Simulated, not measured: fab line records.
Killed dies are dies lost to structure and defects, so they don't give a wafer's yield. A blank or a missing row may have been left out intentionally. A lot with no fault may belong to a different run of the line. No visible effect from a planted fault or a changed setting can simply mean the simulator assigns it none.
Comparing a struck lot with a sound one / flow n5 finfet / 42 out of 1938 route steps
Sound: these wafers, L906.1, L906.3, L906.5. Struck: wafers L904.1, L904.2, L904.6. The cause comes at the end.
Order at every step that has rows: each side's tool, ch and its chambers, its first start. Under that, the readings that differ: sound wafers / struck wafers / difference of the means / sigmas: that difference in standard deviations of wafers without a fault.
alike: readings with means less than 2 such deviations apart, plus words and numbers identical on both sides. not compared: withheld readings, readings lacking a value on some wafer, bounds such as >300 that could conceal the same value, and numbers that have no deviation in the record and whose values overlap.
A row with sigmas, a row that says differs or no value, or rows on one side alone: a step with any of these is where the two part. Non-overlapping numbers with no deviation appear without sigmas and do not part them. Lack of a reading on every wafer of one side parts them only where that side has two or more wafers.

first, 11 steps without rows for these wafers: N5_DUMMY_GATE_ETCH_36 (etches SiARC in CF4, target depth 13 nm); N5_DUMMY_GATE_ETCH_37 (etches SOC in N2/H2, target depth 60 nm, overetch 30 nm); N5_DUMMY_GATE_STRIP_38 (strips in N2/H2); N5_DUMMY_GATE_STRIP_39 (strips in N2/H2); N5_DUMMY_GATE_TRIM_49 (chemistry O2, time 29 s, target cd 14 nm); N5_DUMMY_GATE_STRIP_40 (strips in CF4); N5_DUMMY_GATE_ETCH_31 (etches SiO2 in C4F6/O2, target depth 82.5 nm, time 27.5 s); N5_DUMMY_GATE_STRIP_41 (strips in O2); N5_DUMMY_GATE_HM_OPEN_21 (chemistry CH3F/O2, target SiNx, target depth 120 nm, time 171.4 s); N5_DUMMY_GATE_ETCH_32 (etches SiO2 in CF4, target depth 3.5 nm, time 3.9 s); N5_DUMMY_GATE_ETCH_23 (etches poly-Si in HBr/Cl2/O2, target depth 41 nm, time 22.3 s).
N5_DUMMY_GATE_ETCH_44: etches poly-Si in HBr/O2, stops on SiO2, target depth 127.5 nm.
  sound on rie si-02 ch 0,1,2, day 8 11:50; struck on rie si-03 ch 1,3, day 7 22:53
  alike: drypump motor current A, oes product au, throttle valve pct
  not compared: rf hours counter h
then, 7 steps without rows for these wafers: N5_DUMMY_GATE_ETCH_42 (etches SiO2 in CHF3/O2, target depth 3.5 nm, time 31 s); N5_DUMMY_GATE_STRIP_48 (strips in N2/H2, time 20 s); N5_DUMMY_GATE_PRECLEAN_33 (cleans in dHF, time 10 s); N5_DUMMY_GATE_PRECLEAN_25 (cleans in O3/DIW, time 45 s); N5_DUMMY_GATE_PRECLEAN_51 (cleans in SC2, time 45 s); N5_DUMMY_GATE_SRD_26 (time 30 s); N5_DUMMY_GATE_UV_OZONE_45 (time 120 s).
N5_DUMMY_GATE_INSPECT_27: inspects for defects (brightfield).
  sound: defect inspect-02 at day 8 12:14; struck: defect inspect-01 at day 7 23:17
reading=raw defect count; sound=291 245 239; struck=696 799 703; difference=+474; sigmas=+6
then, 3 steps without rows for these wafers: N5_SPACER0_ALD_07 (deposits SiNx, target thk 2 nm); N5_SPACER0_ALD_00 (deposits SiOCN, target thk 3.5 nm, pulse time 3 s, purge time 2 s); N5_SPACER0_ALD_08 (deposits SiNx, target thk 2 nm).
N5_SPACER0_INSPECT_04: inspects for defects (darkfield).
  sound: defect inspect-01 at day 8 12:50; struck: defect inspect-01 at day 7 23:53
reading=raw defect count; sound=123 124 105; struck=521 601 561; difference=+444; sigmas=+14
then, 8 steps without rows for these wafers: N5_SD_EPI_N_COAT_32 (time 60 s, resist thk 350 nm); N5_SD_EPI_N_COAT_33 (time 60 s, resist thk 35 nm); N5_SD_EPI_N_COAT_03 (resist thk 150 nm); N5_SD_EPI_N_EBR_05; N5_SD_EPI_N_SOFTBAKE_04 (time 60 s); N5_SD_EPI_N_EXPOSE_06 (exposes mask SD N BLK, target cd 120 nm); N5_SD_EPI_N_PEB_07 (peb time 60 s); N5_SD_EPI_N_DEVELOP_08 (develop time 30 s).
N5_SD_EPI_N_INSPECT_11: inspects for defects (macro).
  sound: defect inspect-02 at day 8 13:18; struck: defect inspect-01 at day 8 00:20
reading=raw defect count; sound=1 3 1; struck=>300 >300 >300; difference=differs; sigmas=
then, 5 steps without rows for these wafers: N5_SD_EPI_N_DESCUM_14 (chemistry O2, time 7.9 s); N5_SD_EPI_N_ETCH_34 (etches SiARC in CF4, target depth 45.5 nm, time 75.8 s); N5_SD_EPI_N_ETCH_35 (etches SOC in N2/H2, overetch 108 nm, time 486 s); N5_SD_EPI_N_STRIP_36 (strips in N2/H2); N5_SD_EPI_N_ETCHBACK_44 (etches SiNx in CH3F/O2, stops on SiO2, target depth 14.5 nm).
N5_SD_EPI_N_INSPECT_26: inspects for defects (darkfield).
  sound: defect inspect-01 at day 8 18:08; struck: defect inspect-01 at day 8 05:39
reading=raw defect count; sound=177 216 147; struck=615 745 617; difference=+479; sigmas=+12
N5_SD_EPI_P_INSPECT_26: inspects for defects (darkfield).
  sound: defect inspect-02 at day 8 23:13; struck: defect inspect-01 at day 8 10:39
reading=raw defect count; sound=154 176 131; struck=598 711 613; difference=+487; sigmas=+12
-- the record jumps here: 5 days lie between the struck wafers' starts before and after (it left off in module SD_EPI_P and takes up again in module BEOL_M4, whose first step shown is number 1111 of the route) --
N5_BEOL_M4_RC_MEAS_101:
  sound on prober-01 ch 0, day 13 23:37; struck on prober-02 ch 0, day 13 20:56
  alike: DIBL_N, DIBL_P, IOFF_N, IOFF_P, ION_N, ION_P, SS_N, SS_P, VT_N, VT_P
-- a jump in the record: the struck wafers' starts before and after are 5 days apart (it breaks off in module BEOL_M4 and resumes in module PASSIVATION, where the first step shown is number 1936 of the route) --
N5_PASSIVATION_PROBE_49:
  rows exist in the record for the struck wafers here (prober-02, day 19 03:44), but not for the sound ones

== WHERE THEY PART ==
Last at N5_PASSIVATION_PROBE_49 as far as this record goes, first at N5_DUMMY_GATE_INSPECT_27.

WHY: whatever the simulator had introduced
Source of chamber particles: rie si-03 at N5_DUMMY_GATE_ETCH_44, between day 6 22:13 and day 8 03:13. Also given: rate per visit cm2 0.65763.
